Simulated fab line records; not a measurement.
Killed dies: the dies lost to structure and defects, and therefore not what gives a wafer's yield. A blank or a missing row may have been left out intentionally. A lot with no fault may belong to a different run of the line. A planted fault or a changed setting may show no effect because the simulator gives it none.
fab line records	flow n5_finfet
record: lots: 13	wafers: 38	last_day: 19
route steps=1938 shown BEOL_M7@1322 MIM_TOP@1835 PASSIVATION@1936
lots that met no fault: from a run of the same line without faults
start_h: the number of hours between the record's first day and the start of the first shown wafer of the lot	wait_h: hours elapsed since this lot's preceding step	" unchanged from the row above	L1.1+2: one row covering several wafers at once	- either no value or no given start	* or withheld: withheld	< > ~ a bound
route shown NAME@n: NAME is a module with steps in the file, n the number in the route of the first one	usual: average and standard deviation across the fault-free wafers	same: alike in all rows	chamber/n: place in a boat	sites: per-site readings	_std_site: the values' standard deviation	_edge_site: inner sites' mean taken away from outer sites' mean	radius_mm: for every site, how far away it sits from the centre of the wafer	mask NAME#n: copy n	behind: the tool/chamber that last shaped the wafer	hold: reason for holding the lot/hours on hold/outcome of the hold	device: the n, p or np transistor that did not switch	end of line: the same wafers' tests at the end of the route	a step without rows: its recipe alone	killed: not the wafer's yield, but the dies lost to structure and defects at the first sort	map: per-die view of a wafer (x killed, . not killed, _ where there is no die)
set.NAME: the run value of the setting; set.NAME@STEP: its run value at that earlier step	model.NAME: the simulator's own value behind a step, which no gauge read
the route's steps for a sample of lots (tables are steps, rows are wafers)
services: the hour from which a tool's chamber was out of use, counted from the record's first day as start_h (under 0 if before that day), plus the number of hours and why
== steps ==
step: N5_BEOL_M7_CVD_78
recipe: material: Co	target_thk_a: 20	temp_c: withheld	precursor: CCTBA/H2	pressure_torr: 30	time_s: 142.3
lot.wafer	tool	chamber	start_h	wait_h
L414.2+3	cvd_co-01	1,2	231.38	0.0
L413.1+4+6	cvd_co-02	1,0,1	238.68	0.0
L415.2+3+4	cvd_co-01	0,2,1	240.06	0.0
L416.1+3+6	cvd_co-01	0,1,1	260.90	0.0
L418.1+3+4	cvd_co-02	0,1,0	261.69	0.3
L417.2+3+5	cvd_co-01	1,2,0	263.92	0.0
L419.1+4+6	cvd_co-01	2,1,0	264.23	0.1
L420.1+3+6	cvd_co-01	1,2,0	272.98	0.0
L421.1+2+3	cvd_co-01	0,2,1	288.13	0.1
L425.1+4+5	cvd_co-02	2,0,2	303.30	0.0
L423.3+5+6	cvd_co-01	0,1,2	303.74	0.0
L434.3+4+5	cvd_co-02	1,2,0	367.32	0.2
L435.1+3+4	cvd_co-02	2,0,2	369.61	0.0
step: N5_MIM_TOP_ALD_01
recipe: material: HfO2	target_thk_a: 56	temp_c: withheld	ald_precursor_family: Hf-amide	ald_co_reactant: O3	pulse_time_s: 1	purge_time_s: 3	co_reactant_purge_time_s: 2	co_reactant_pulse_time_s: 3	ald_cycles: 62
usual: precursor_pulse_height_rel: 0.998/0.022
same: co_reactant_purge_time_s: 2	purge_time_s: 3
lot.wafer	tool	chamber	start_h	wait_h	precursor_pulse_height_rel
L414.2	ald_hk-01	2	-	-	0.969
L414.3	"	0	"	"	0.973
L415.2	ald_hk-02	3	-	-	0.996
L415.3	"	0	"	"	0.975
L415.4	"	2	"	"	1.026
L413.1	ald_hk-03	3	-	-	1.036
L413.4	"	0	"	"	0.973
L413.6	"	0	"	"	0.976
L416.1	ald_hk-02	1	-	-	1.009
L416.3	"	2	"	"	0.982
L416.6	"	3	"	"	0.956
L418.1	ald_hk-01	3	-	-	1.037
L418.3	"	1	"	"	0.959
L418.4	"	0	"	"	0.975
L417.2	ald_hk-01	2	-	-	0.990
L417.3	"	1	"	"	1.022
L417.5	"	1	"	"	1.016
L419.1	ald_hk-02	1	-	-	1.060
L419.4	"	2	"	"	1.015
L419.6	"	0	"	"	0.977
L420.1	ald_hk-03	2	-	-	0.982
L420.3	"	1	"	"	1.003
L420.6	"	2	"	"	1.017
L421.1	ald_hk-01	2	-	-	0.983
L421.2	"	0	"	"	0.987
L421.3	"	3	"	"	1.033
L423.3	ald_hk-02	0	-	-	1.004
L423.5	"	2	"	"	1.008
L423.6	"	3	"	"	1.022
L425.1	ald_hk-03	1	-	-	1.018
L425.4	"	2	"	"	1.002
L425.5	"	2	"	"	1.020
L435.1	ald_hk-01	0	-	-	0.998
L435.3	"	1	"	"	0.969
L435.4	"	3	"	"	0.966
L434.3	ald_hk-03	0	-	-	1.024
L434.4	"	3	"	"	0.984
L434.5	"	1	"	"	0.992
step: N5_PASSIVATION_PROBE_49
usual: defect_limited_yield: 91.2/1.4	killed_at_M0_to_M3: 34/9.4	killed_at_M4_up: 14/5.6	killed_at_contacts: 13/7.8	killed_at_front_end: 37/10	killed_at_other: 4/3.3	killed_dies: 103/17	killed_open: 68/13	killed_short: 33/8.2	sort_bin_5_function: 5.1/0.92	sort_bin_6_memory: 3.3/0.71	sort_bin_8_speed: 0.01/0.043	sort_n_pass: 1077/17	sort_yield_pct: 91.2/1.4
same: gross_dies: 1180	killed_at_back_side: 0	sort_bin_4_leakage[%]: 0
lot.wafer	tool	chamber	start_h	wait_h	defect_limited_yield[%]	killed_at_M0_to_M3	killed_at_M4_up	killed_at_contacts	killed_at_front_end	killed_at_other	killed_dies	killed_open	killed_short	sort_bin_5_function[%]	sort_bin_6_memory[%]	sort_bin_8_speed[%]	sort_n_pass	sort_yield_pct[%]
L423.3	prober-01	-	378.02	0.1	91.6	45	6	4	41	3	99	56	43	5.0	3.1	0	1081	91.6
L423.5	prober-01	-	378.12	0.2	81.3	41	149	6	18	7	221	60	23	11.7	3.2	0	959	81.3
L423.6	prober-01	-	378.17	0.3	91.7	37	12	12	37	0	98	61	32	5.3	2.3	0	1082	91.7
killed by level:class
L423.3 BEOL_M0_SAQP:geometric_particle:short=14 BEOL_M0_SAQP:geometric_particle:open=13 FIN_SAQP:geometric_particle:open=11 FIN_SAQP:geometric_particle:short=6 GATE_CUT:geometric_particle:short=6 BEOL_M1:geometric_particle:open=5 BEOL_M2:geometric_particle:open=5 STARTING-WAFER:geometric_particle:short=5
L423.5 BEOL_M7:unspecified=138 BEOL_M0_SAQP:geometric_particle:open=16 BEOL_M0_SAQP:geometric_particle:short=11 BEOL_M4:geometric_particle:open=7 BEOL_M1:geometric_particle:open=6 MOL_CONTACT_COAG:geometric_particle:open=5 STI_FIN_REVEAL:geometric_particle:open=4 BEOL_M3:geometric_particle:open=4
L423.6 MOL_CONTACT_COAG:geometric_particle:open=11 STI_FIN_REVEAL:geometric_particle:open=10 BEOL_M0_SAQP:geometric_particle:open=10 BEOL_M1:geometric_particle:open=7 BEOL_M2:geometric_particle:open=7 FIN_SAQP:geometric_particle:short=6 BEOL_M5:geometric_particle:open=6 BEOL_M0_SAQP:geometric_particle:short=6
== services ==
tool	chamber	start_h	hours	kind
ald_hk-01	-	207.47	1.3	repair
ald_hk-02	-	242.06	2.8	pm
cvd_co-02	-	326.75	0.5	repair
cvd_co-01	1	333.40	-	clean
cvd_co-01	1	333.40	22.0	scheduled_down
cvd_co-01	1	333.40	22.0	vent_cycle
ald_hk-01	-	340.38	0.9	repair
ald_hk-01	-	342.13	6.0	pm
cvd_co-01	-	368.91	0.8	repair
ald_hk-01	-	372.46	3.0	repair
ald_hk-01	-	390.09	0.8	repair
cvd_co-02	0	399.40	8.6	repair
ald_hk-03	-	426.02	8.7	pm
== key ==
first_sign: step: N5_PASSIVATION_PROBE_49	reading: killed_at_M4_up	direction: up	sigmas: 24	usual: 14	struck: 149
effect: step: N5_PASSIVATION_PROBE_49	reading: defect_limited_yield	direction: down	sigmas: 6.9	usual: 91.2	struck: 81.3
more_kills_born_at: N5_BEOL_M7_CVD_78@cvd_co-01: 138
met_at N5_BEOL_M7_CVD_78
struck_lots L423
struck_wafers L423.5
not_acting_at N5_MIM_TOP_ALD_01
onset_between 288.13 303.74
fault: kind: chamber_particle_source	tool: cvd_co-01	chamber: 1	onset_h: 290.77	steps: N5_BEOL_M7_CVD_78	rate_per_visit_cm2: 1.3172	end_h: 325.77
